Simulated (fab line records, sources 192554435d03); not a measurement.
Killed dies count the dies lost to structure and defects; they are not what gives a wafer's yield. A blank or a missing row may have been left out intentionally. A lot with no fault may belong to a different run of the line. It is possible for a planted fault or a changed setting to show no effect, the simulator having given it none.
Split-lot study | flow n5-finfet | on a route of 1938 steps: 7 lots, 21 wafers read

## THE SPLIT
At N5_PASSIVATION_VIA_ETCH_13 (etches SiO2 in CHF3/O2, target depth 660 nm, time 330 s), the setting bias-w was moved away from the recipe's 170 W on 8 of the 21 wafers read, by -4.8% to +13.2%. This setting was run at the recipe's value on the other wafers.

Reading taken at the split's own step.

## THE READING
rf-vpp-V, in V, at N5_PASSIVATION_VIA_ETCH_13 (etches SiO2 in CHF3/O2, target depth 660 nm, time 330 s). Typical for fault-free wafers on this fab line: 523 V, with standard deviation 5.6 V.

wafer  | tool, chamber at the split | bias-w as run, W | against the recipe | rf-vpp-V, V | against lot-mates on the recipe
L074.1 | rie-diel-03, 3             | 170              | recipe             | 529         | -
L074.2 | rie-diel-03, 2             | 191.4            | +12.6%             | 584         | +54
L074.5 | rie-diel-03, 3             | 170              | recipe             | 532         | -
L076.3 | rie-diel-06, 0             | 162.3            | -4.5%              | 499         | -18
L076.4 | rie-diel-06, 2             | 170              | recipe             | 517         | -
L076.6 | rie-diel-06, 3             | 162.3            | -4.5%              | 504         | -13
L077.4 | rie-diel-03, 0             | 170              | recipe             | 522         | -
L077.5 | rie-diel-03, 3             | 170              | recipe             | 530         | -
L077.6 | rie-diel-03, 2             | 192.4            | +13.2%             | 586         | +60
L078.2 | rie-diel-03, 1             | 170              | recipe             | 530         | -
L078.3 | rie-diel-03, 3             | 161.8            | -4.8%              | 510         | -20
L078.6 | rie-diel-03, 1             | 161.8            | -4.8%              | 507         | -23
L086.1 | rie-diel-06, 3             | 170              | recipe             | 521         | -
L086.2 | rie-diel-06, 2             | 170              | recipe             | 516         | -
L086.3 | rie-diel-06, 0             | 170              | recipe             | 517         | -
L087.2 | rie-diel-02, 3             | 170              | recipe             | 516         | -
L087.5 | rie-diel-02, 3             | 182.9            | +7.6%              | 548         | +32
L087.6 | rie-diel-02, 2             | 182.9            | +7.6%              | 555         | +39
L091.2 | rie-diel-02, 1             | 170              | recipe             | 519         | -
L091.3 | rie-diel-02, 0             | 170              | recipe             | 517         | -
L091.4 | rie-diel-02, 2             | 170              | recipe             | 524         | -

THE FIT
A straight line over all 21 wafers: rf-vpp-V changes by +4.42 V for each +1% of bias-w; r = +0.97; the points scatter about the line by 6 V.
The same after taking each lot's own level away (the mean of its wafers on the recipe; 21 wafers): +4.37 V for each +1%; r = +0.99; scatter 3 V.
According to that fit, moving bias-w by its largest amount changes the reading by 58 V.
From 516.0 to 530.5 V: that is the span of the lots' own levels, equal to 2.6 times the standard deviation above.
The two slopes agree, so the slope changes little with the lot-to-lot level.
Check: for one of the wafers moved furthest among these (+13.2%), held out of the fit, the line's prediction against its lot-mates is +57.3 V. It came out at +60 V against them.
Tool readings at the split's step, against how far the setting was moved: rf-vpp-V r = +0.97.

## OTHER SPLITS APPLIED TO THESE WAFERS
Other splits were also applied to these wafers ahead of the reading. Each is held against what the fit with the lots' levels taken away leaves over:
other split on the same wafers | wafers away from the commonest value | r with rf-vpp-V (lot level and that fit taken away)
N5_BEOL_M13_COAT_04 spin-rpm   | 7                                    | +0.21
N5_BEOL_M13_SPUTTER_43 power-w | 7                                    | +0.06
N5_BEOL_M14_ILD_DEP_00 time-s  | 8                                    | -0.43
N5_BEOL_M15_PEB_26 peb-temp-c  | 9                                    | +0.01
N5_BEOL_M15_ETCH_61 time-s     | 11                                   | -0.44
N5_MIM_BOT_ETCH_ETCH_04 time-s | 9                                    | -0.07

## THE FILE'S OWN FIT
rf-vpp-V changes by +4.36 V for each +1% of bias-w, r = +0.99.
